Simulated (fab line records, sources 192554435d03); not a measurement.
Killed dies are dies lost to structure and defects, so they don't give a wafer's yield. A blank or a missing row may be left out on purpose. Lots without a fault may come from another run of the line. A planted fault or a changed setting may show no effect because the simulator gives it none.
fab line records | flow n5_finfet | part 2 of 2: steps 20 to 28 of 28
record lots=5 wafers=15 last_day=18
route steps=1938 shown SDB@349
lots that met no fault: from a run of the same line without faults
start_h: hours from the record's first day to the start of the lot's first wafer shown | wait_h: hours since the lot's step before | " the same as in the row above | L1.1+2: a row that stands for several wafers | - no value, or no start given | * or withheld: withheld | < > ~ a bound
route shown NAME@n: a module of which the file shows steps, and the number in the route of the first | usual: mean/standard deviation of fault-free wafers | same: alike in all rows | chamber/n: place in a boat | sites: the reading at each site | _std_site: their standard deviation | _edge_site: outer sites' mean less inner sites' | radius_mm: how far each site lies from the wafer's centre | mask NAME#n: copy n | behind: the tool/chamber that last shaped the wafer | hold: why the lot was held/for how many hours/how that ended | device: the transistor (n, p or np) that didn't switch | end of line: the same wafers' tests at the end of the route | a step without rows: its recipe alone | killed: dies lost to structure and defects at the first sort, not the wafer's yield | map: a wafer's dies, x killed, . not, _ none there
set.NAME: the setting as run; set.NAME@STEP: as run at that earlier step | model.NAME: the simulator's own value behind a step, which no gauge read
lots at some steps of the route; a table a step, a row a wafer
services: from which hour (start_h, from the record's first day; less than 0 if before it) a tool's chamber was out of use, for how many hours, and why
## steps
# step N5_SDB_ETCH_25
# recipe chemistry=C4F6/O2 target=SiO2 target_depth_a=100 time_s=3.3 ion_energy_ev=250 mask_material=SiNx pressure_mtorr=30 source_w=345 bias_w=185 Ar_flow_sccm=300 C4F6_flow_sccm=10 O2_flow_sccm=10
# usual bias_w=184.9/0.58 drypump_motor_current_A=5.8/0.39 oes_ar_750_au=0.74/0.043 oes_product_au=0.74/0.047 rf_vpp_V=668/12 showerhead_plenum_p_Torr=2.85/0.1 throttle_valve_pct=21.24/0.27
# columns lot.wafer tool chamber start_h wait_h bias_w drypump_motor_current_A oes_ar_750_au oes_product_au rf_hours_counter_h rf_vpp_V showerhead_plenum_p_Torr throttle_valve_pct
L085.1 rie_diel-05 3 136.19 0.1 184.6 6.1 0.77 0.77 146 668 2.85 21.24
L085.2 " 0 " " 185.2 5.6 0.71 0.70 192 686 2.83 21.54
L085.3 " 1 " " 185.5 6.5 0.68 0.68 218 670 2.72 21.43
L088.1 rie_diel-05 3 155.42 0.9 185.6 6.1 0.76 0.76 152 669 2.85 21.26
L088.5 " 2 " " 184.7 5.5 0.74 0.74 - 672 2.93 20.91
L088.6 " 3 " " 184.8 6.1 0.77 0.76 - 668 2.85 21.26
L089.2 rie_diel-05 3 156.72 0.0 184.5 6.1 0.77 0.76 153 670 2.85 21.25
L089.3 " 0 " " 185.9 5.6 0.71 0.70 198 687 2.82 21.54
L089.4 " 2 " " 184.7 5.5 0.74 0.73 188 671 2.93 20.92
L090.1 rie_diel-04 0 161.74 0.0 184.0 5.6 0.80 0.80 76 645 2.76 20.75
L090.2 " 2 " " 185.5 6.1 0.75 0.74 184 655 2.73 21.09
L090.6 " 0 " " 184.6 5.6 0.79 0.81 - 646 2.76 20.74
L094.3 rie_diel-02 2 187.96 0.3 185.3 6.4 0.83 0.84 70 683 3.01 21.12
L094.4 " 1 " " 184.5 5.8 0.71 0.70 204 663 2.92 21.28
L094.6 " 1 " " 185.7 5.8 0.70 0.71 - 664 2.92 21.30
# step N5_SDB_CUT_ETCH_26
# recipe chemistry=HBr/Cl2/O2 target=Si target_depth_a=1296 bt_time_s=20 mask_material=SiNx time_s=51.8 ion_energy_ev=* bias_w=* pressure_mtorr=10 icp_w=800 HBr_flow_sccm=150 Cl2_flow_sccm=80 O2_flow_sccm=12
# usual bias_w=* drypump_motor_current_A=5.5/0.47 oes_product_au=0.998/0.014 throttle_valve_pct=37.22/0.23
# same bt_time_s=20
# columns lot.wafer tool chamber start_h wait_h bias_w drypump_motor_current_A oes_product_au rf_hours_counter_h throttle_valve_pct
L085.1 rie_si-06 1 136.27 0.1 * 5.6 0.989 2 37.16
L085.2 " 2 " " * 4.8 1.012 23 37.86
L085.3 " 0 " " * 5.4 0.995 36 37.37
L088.1 rie_si-05 2 155.51 0.1 * 5.6 1.018 19 37.22
L088.5 " 3 " " * 5.8 1.011 - 37.29
L088.6 " 2 " " * 5.7 1.012 - 37.21
L089.2 rie_si-02 3 156.81 0.1 * 5.2 0.987 137 36.87
L089.3 " 0 " " * 6.7 1.004 45 37.16
L089.4 " 1 " " * 5.3 0.984 46 37.17
L090.1 rie_si-02 2 161.83 0.1 * 4.7 1.009 5 37.08
L090.2 " 1 " " * 5.2 0.986 46 37.17
L090.6 " 3 " " * 5.2 0.977 - 36.88
L094.3 rie_si-06 0 188.04 0.1 * 5.4 1.003 38 37.37
L094.4 " 2 " " * 4.8 0.997 24 37.86
L094.6 " 0 " " * 5.4 0.987 - 37.37
# step N5_SDB_PRECLEAN_38
# recipe chemistry=dHF time_s=10 dilution=750:1 temp_c=25
# usual temp_c=25.00/0.099
# columns lot.wafer tool chamber start_h wait_h temp_c
L085.1 wet_bench-05 5 136.39 0.1 24.99
L085.2 " 7 " " 24.93
L085.3 " 1 " " 25.10
L088.1 wet_bench-05 5 155.62 0.1 24.87
L088.5 " 6 " " 24.90
L088.6 " 2 " " 25.10
L089.2 wet_bench-06 1 156.93 0.1 24.89
L089.3 " 6 " " 25.03
L089.4 " 0 " " 25.12
L090.1 wet_bench-06 5 161.94 0.1 24.97
L090.2 " 2 " " 24.95
L090.6 " 6 " " 25.10
L094.3 wet_bench-06 6 188.19 0.1 24.82
L094.4 " 0 " " 25.03
L094.6 " 4 " " 24.92
# step N5_SDB_PRECLEAN_39
# recipe chemistry=O3/DIW time_s=45 temp_c=22 o3_ppm=10
# usual temp_c=22.01/0.11
# columns lot.wafer tool chamber start_h wait_h temp_c
L085.1 wet_bench-05 5 136.40 0.0 21.92
L085.2 " 7 " " 21.90
L085.3 " 1 " " 22.19
L088.1 wet_bench-05 5 155.63 0.0 21.96
L088.5 " 6 " " 22.05
L088.6 " 2 " " 22.04
L089.2 wet_bench-06 1 156.93 0.0 21.80
L089.3 " 6 " " 22.01
L089.4 " 0 " " 21.93
L090.1 wet_bench-06 5 161.95 0.0 21.96
L090.2 " 2 " " 22.05
L090.6 " 6 " " 22.07
L094.3 wet_bench-06 6 188.19 0.0 22.00
L094.4 " 0 " " 22.02
L094.6 " 4 " " 21.87
# step N5_SDB_SRD_28
# recipe dry=ipa_marangoni time_s=30 temp_c=23 rinse_liquid=diw
# usual temp_c=22.98/0.1
# columns lot.wafer tool chamber start_h wait_h temp_c
L085.1 wet_bench-05 5 136.41 0.0 23.04
L085.2 " 7 " " 22.91
L085.3 " 1 " " 23.09
L088.1 wet_bench-05 5 155.64 0.0 23.04
L088.5 " 6 " " 22.99
L088.6 " 2 " " 23.14
L089.2 wet_bench-06 1 156.95 0.0 22.94
L089.3 " 6 " " 22.98
L089.4 " 0 " " 22.99
L090.1 wet_bench-06 5 161.96 0.0 23.08
L090.2 " 2 " " 23.15
L090.6 " 6 " " 23.12
L094.3 wet_bench-06 6 188.21 0.0 22.87
L094.4 " 0 " " 22.86
L094.6 " 4 " " 22.90
# step N5_SDB_ALD_29
# recipe material=SiNx target_thk_a=300 temp_c=400 ald_precursor_family=SiH2I2 ald_co_reactant=N2/H2-plasma pulse_time_s=1 ald_cycles=600 purge_time_s=2 co_reactant_purge_time_s=2 pressure_torr=2
# usual heater_power_w=826/72 precursor_pulse_height_rel=1.002/0.021
# columns lot.wafer tool chamber start_h wait_h heater_power_w precursor_pulse_height_rel
L085.1 ald_sin-01 3 136.46 0.0 1002 0.961
L085.2 " 1 " " 880 0.972
L085.3 " 0 " " 879 1.046
L088.1 ald_sin-01 2 155.69 0.0 798 0.980
L088.5 " 3 157.04 1.4 990 0.992
L088.6 " 2 " " 798 0.999
L089.2 ald_sin-04 3 156.99 0.0 766 0.986
L089.3 " 0 " " 826 1.033
L089.4 " 2 " " 799 1.011
L090.1 ald_sin-03 1 162.01 0.0 909 1.005
L090.2 " 0 " " 753 0.973
L090.6 " 3 163.36 1.4 879 0.981
L094.3 ald_sin-03 0 188.39 0.2 752 0.999
L094.4 " 2 " " 842 1.032
L094.6 " 0 189.74 1.5 747 0.992
# step N5_SDB_CMP_30
# recipe stop_on=poly-Si t_overpolish_s=1.54 post_cmp_clean=alkaline_brush down_force_psi=4.1491 platen_rpm=51.796 pad_velocity_m_s=1.0306 target_thk_nm=30
# usual motor_current_A=12.2/1.5 overpolish_run_s=1.541/0.0085 retaining_ring_pressure_frac=0.999/0.0051 time_to_endpoint_s=16.8/2.2
# columns lot.wafer tool chamber start_h wait_h motor_current_A overpolish_run_s retaining_ring_pressure_frac time_to_endpoint_s
L085.3 cmp-04 3 139.24 1.4 13.2 1.535 0.989 17.5
L085.1 " 0 " " 10.3 1.544 0.991 18.0
L085.2 " 1 " " 13.5 1.542 0.995 21.0
L088.1 cmp-04 0 158.42 1.4 10.0 1.526 1.002 13.7
L088.5 " 0 " " 10.5 1.538 1.001 15.2
L088.6 " 1 " " 14.2 1.546 1.004 15.7
L089.2 cmp-04 0 159.73 1.4 10.2 1.538 0.996 14.0
L089.4 " 2 " " 11.3 1.531 0.994 13.2
L089.3 " 3 " " 12.4 1.527 1.010 12.2
L090.2 cmp-03 3 164.82 1.5 11.8 1.514 0.995 19.3
L090.1 " 0 " " 14.0 1.529 1.009 20.9
L090.6 " 2 " " 13.5 1.545 0.988 15.5
L094.3 cmp-03 1 191.12 1.4 11.8 1.543 0.998 18.1
L094.4 " 2 " " 13.3 1.559 1.000 17.5
L094.6 " 1 " " 11.5 1.555 0.994 17.9
# step N5_SDB_THK_MEAS_31
# recipe reads=a-Si_of_DUMMY_GATE_CVD_03
# usual SDB_THK=64.2/0.91
# columns lot.wafer tool chamber start_h wait_h SDB_THK[nm]
L085.1 film_metro-02 - 139.49 - 64.4
L085.2 " - " " 64.4
L085.3 " - " " 64.3
L088.1 film_metro-02 - 158.72 - 62.8
L088.5 " - " " 63.6
L088.6 " - " " 62.7
L089.2 film_metro-01 - 160.02 - 63.9
L089.3 " - " " 64.6
L089.4 " - " " 65.3
L090.1 film_metro-02 - 165.04 - 64.4
L090.2 " - " " 63.9
L090.6 " - " " 64.6
L094.3 film_metro-01 - 191.42 - 63.5
L094.4 " - " " 63.5
L094.6 " - " " 62.8
# step N5_SDB_INSPECT_36
# recipe inspect_instrument=darkfield mode=post_cmp
# usual raw_defect_count=40/19
# columns lot.wafer tool chamber start_h wait_h raw_defect_count
L085.1 defect_inspect-01 - 139.52 0.0 23
L085.2 " - " " 31
L085.3 " - " " 18
L088.1 defect_inspect-02 - 158.74 0.0 45
L088.5 " - " " 44
L088.6 " - " " 45
L089.2 defect_inspect-01 - 160.05 0.0 54
L089.3 " - " " 39
L089.4 " - " " 33
L090.1 defect_inspect-02 - 165.07 0.0 90
L090.2 " - " " 52
L090.6 " - " " 73
L094.3 defect_inspect-02 - 191.45 0.0 16
L094.4 " - " " 19
L094.6 " - " " 31
## services
# columns tool chamber start_h hours kind
ald_sin-01 - 112.30 2.8 pm
cmp-04 - 112.66 1.5 repair
rie_diel-05 - 117.75 0.6 repair
cmp-03 - 123.06 10.0 repair
rie_diel-05 - 126.84 0.3 repair
wet_bench-06 - 132.10 3.9 repair
arfi_scanner-01 - 133.31 1.3 pm
arfi_scanner-02 - 135.30 1.0 pm
arfi_scanner-02 - 139.53 0.5 repair
ald_sin-04 2 141.60 3.9 repair
arfi_scanner-02 - 143.82 0.4 repair
rie_diel-04 0 146.11 2.5 repair
rie_si-05 1 148.20 7.9 repair
arfi_scanner-01 - 159.37 1.4 repair
arfi_scanner-01 - 160.84 4.1 repair
rie_si-05 - 165.08 14.6 pm
plasma_asher-01 - 167.85 2.8 pm
cmp-04 - 172.74 4.0 pm
arfi_scanner-02 - 182.86 1.3 pm
arfi_scanner-03 - 185.84 1.3 pm
arfi_scanner-03 - 187.27 0.8 repair
arfi_scanner-02 - 187.69 0.8 pm
cmp-04 - 189.57 3.7 pm
rie_si-05 1 190.56 3.2 repair
